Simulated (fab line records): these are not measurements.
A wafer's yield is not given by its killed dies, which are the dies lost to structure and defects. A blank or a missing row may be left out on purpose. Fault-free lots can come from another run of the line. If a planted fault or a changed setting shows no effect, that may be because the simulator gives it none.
Commonality check across tools / flow n5 finfet / Sampled: 13 lots, 36 wafers

## REASON IT WAS OPENED
At N5_BEOL_M15_CD_MEAS_28 the reading cd nm is flagged on 2 of 13 lots. No-fault wafers: 406.4 nm, standard deviation 1.8.
Rule: a lot is flagged when every wafer of it that has a number lies more than 4 standard deviations from that mean, or none has a number. All remaining lots are regarded as sound.

lot=L466; measured=day 13 05:05; on=cd sem-03; cd nm (nm), wafer by wafer=407.0 404.7 407.3; flag=
lot=L467; measured=day 13 09:08; on=cd sem-02; cd nm (nm), wafer by wafer=407.4 407.4 406.5; flag=
lot=L468; measured=day 13 11:29; on=cd sem-03; cd nm (nm), wafer by wafer=406.5 406.3 405.3; flag=
lot=L471; measured=day 13 12:44; on=cd sem-01; cd nm (nm), wafer by wafer=405.2 406.5; flag=
lot=L469; measured=day 14 00:27; on=cd sem-03; cd nm (nm), wafer by wafer=409.1 408.9 406.9; flag=
lot=L470; measured=day 14 18:34; on=cd sem-03; cd nm (nm), wafer by wafer=406.2 406.3 406.2; flag=
lot=L478; measured=day 15 10:54; on=cd sem-01; cd nm (nm), wafer by wafer=422.1 424.8 422.5; flag=FLAGGED
lot=L479; measured=day 16 09:49; on=cd sem-01; cd nm (nm), wafer by wafer=425.6 423.3 425.8; flag=FLAGGED
lot=L483; measured=day 17 02:58; on=cd sem-02; cd nm (nm), wafer by wafer=406.6 405.5; flag=
lot=L484; measured=day 17 03:17; on=cd sem-03; cd nm (nm), wafer by wafer=407.9 407.1 406.0; flag=
lot=L485; measured=day 17 05:57; on=cd sem-01; cd nm (nm), wafer by wafer=404.7 406.0; flag=
lot=L487; measured=day 17 19:07; on=cd sem-03; cd nm (nm), wafer by wafer=409.5 406.8 408.2; flag=
lot=L488; measured=day 18 05:40; on=cd sem-03; cd nm (nm), wafer by wafer=406.4 406.0 404.8; flag=
Average over the flagged lots: 424.0 nm; offset from the usual +17.6 nm, equal to +10 standard deviations.

## WHICH TOOL EACH LOT WENT THROUGH
The record keeps 1 process step preceding the reading, out of 1938 steps on the route. In each cell: the tool, then ch and the chambers that the sampled wafers went through, then the start.
lot=L466; flag=; N5_BEOL_M15_PEB_26=litho track-01 ch 0, day 13 04:58
lot=L467; flag=; N5_BEOL_M15_PEB_26=litho track-03 ch 0, day 13 09:01
lot=L468; flag=; N5_BEOL_M15_PEB_26=litho track-05 ch 0, day 13 11:22
lot=L471; flag=; N5_BEOL_M15_PEB_26=litho track-05 ch 0, day 13 12:38
lot=L469; flag=; N5_BEOL_M15_PEB_26=litho track-01 ch 0, day 14 00:20
lot=L470; flag=; N5_BEOL_M15_PEB_26=litho track-05 ch 0, day 14 18:27
lot=L478; flag=FLAGGED; N5_BEOL_M15_PEB_26=litho track-01 ch 0, day 15 10:47
lot=L479; flag=FLAGGED; N5_BEOL_M15_PEB_26=litho track-01 ch 0, day 16 09:41
lot=L483; flag=; N5_BEOL_M15_PEB_26=litho track-05 ch 0, day 17 02:50
lot=L484; flag=; N5_BEOL_M15_PEB_26=litho track-03 ch 0, day 17 03:11
lot=L485; flag=; N5_BEOL_M15_PEB_26=litho track-05 ch 0, day 17 05:50
lot=L487; flag=; N5_BEOL_M15_PEB_26=litho track-03 ch 0, day 17 19:00
lot=L488; flag=; N5_BEOL_M15_PEB_26=litho track-03 ch 0, day 18 05:32
What the steps here do:
- N5_BEOL_M15_PEB_26: peb time 90 s.
- N5_BEOL_M15_CD_MEAS_28: target cd 407.6 nm.

## FLAGGED OVER TOTAL, TOOL BY TOOL (the gauges that took the reading come last)
step=N5_BEOL_M15_PEB_26; tool=litho track-01; lots run=4; flagged=2; share of the flagged lots=all; sound lots run after its first flagged lot=0
step=N5_BEOL_M15_PEB_26; tool=litho track-03; lots run=4; flagged=0; share of the flagged lots=none; sound lots run after its first flagged lot=-
step=N5_BEOL_M15_PEB_26; tool=litho track-05; lots run=5; flagged=0; share of the flagged lots=none; sound lots run after its first flagged lot=-
step=N5_BEOL_M15_CD_MEAS_28; tool=cd sem-01; lots run=4; flagged=2; share of the flagged lots=all; sound lots run after its first flagged lot=1 (L485)
step=N5_BEOL_M15_CD_MEAS_28; tool=cd sem-02; lots run=2; flagged=0; share of the flagged lots=none; sound lots run after its first flagged lot=-
step=N5_BEOL_M15_CD_MEAS_28; tool=cd sem-03; lots run=7; flagged=0; share of the flagged lots=none; sound lots run after its first flagged lot=-

## WHAT IS ALLOWED BY THE TABLE
litho track-01 at N5_BEOL_M15_PEB_26 and cd sem-01 at N5_BEOL_M15_CD_MEAS_28 are the 2 rows of the table that ran each flagged lot.
- litho track-01 at N5_BEOL_M15_PEB_26: 2 of its 4 lots flagged. It ran its last sound lot, L469, at day 14 00:20 and its first flagged lot, L478, at day 15 10:47: a fault with its onset between the two fits. Its own readings lie more than 4 standard deviations out on every wafer of the flagged lots: heater power total W, plate temp C.
- cd sem-01 at N5_BEOL_M15_CD_MEAS_28: 2 of its 4 lots flagged. Lots that were sound ran on it after the first flagged one (L485); a persistent fault on the entire tool would not allow that.
One tool is left: litho track-01 at N5_BEOL_M15_PEB_26.

## WHAT THE SIMULATOR HAD PUT IN
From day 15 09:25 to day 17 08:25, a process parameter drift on litho track-01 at N5_BEOL_M15_PEB_26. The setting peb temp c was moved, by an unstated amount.
Struck lots among those shown: L478, L479. Same finding as the rule above.
